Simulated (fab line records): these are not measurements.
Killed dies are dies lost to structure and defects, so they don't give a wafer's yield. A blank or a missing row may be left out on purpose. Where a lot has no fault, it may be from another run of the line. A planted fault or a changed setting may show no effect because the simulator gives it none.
Chamber matching    flow nand_harc    NHARC_A_WL_FILL_ALD_00 on ald_hk-04 has 4 sister chambers
The step deposits Al2O3, target thk 3 nm, pulse time 3 s, ald cycles 30. 8 wafers are shown with their chamber, then 8 later ones without.

WAFERS WITH THEIR CHAMBER
wafer   chamber  heater_power_w (W)  precursor_pulse_height_rel
L075.4  0        437                 0.992
L077.3  3        496                 0.979
L088.2  3        496                 1.023
L086.4  2        432                 1.029
L094.1  2        444                 0.965
L094.4  1        461                 0.972
L094.6  0        414                 0.997
L093.2  1        440                 0.979

WAFERS WITHOUT THEIR CHAMBER
wafer   heater_power_w (W)  precursor_pulse_height_rel
L093.3  410                 0.996
L093.6  435                 0.987
L095.3  414                 1.018
L095.5  480                 1.011
L095.6  416                 1.005
L097.2  413                 1.002
L097.3  494                 0.975
L097.4  458                 1.023

WHICH CHAMBER EACH ONE RAN IN
wafer   from the rows above                in truth
L093.3  can't be placed: 0 or 2            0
L093.6  can't be placed: 2 or 0 or 1       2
L095.3  can't be placed: 0 or 2            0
L095.5  can't be placed: 3 or 1            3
L095.6  can't be placed: 0 or 2            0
L097.2  can't be placed: 0 or 2            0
L097.3  3                                  3
L097.4  can't be placed: 1 or 2 or 0 or 3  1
Correctly placed: 1 of 8. Not placeable from these rows: 7 (in 7, the candidates include the true chamber). Wrongly placed: 0.
How it was worked out, from the rows above alone: a wafer's distance from a chamber is the root of the sum, over the readings, of the square of ((its reading less the chamber's mean) divided by the reading's scatter). If the next closest chamber is less than 2 further off than the closest, the wafer can't be placed; otherwise it belongs to the closest. The mean given for a chamber averages the wafers shown for that chamber. The scatter is the square root of a quotient: the sum, over the shown wafers, of each reading's squared deviation from its chamber's mean, divided by wafers minus chambers.
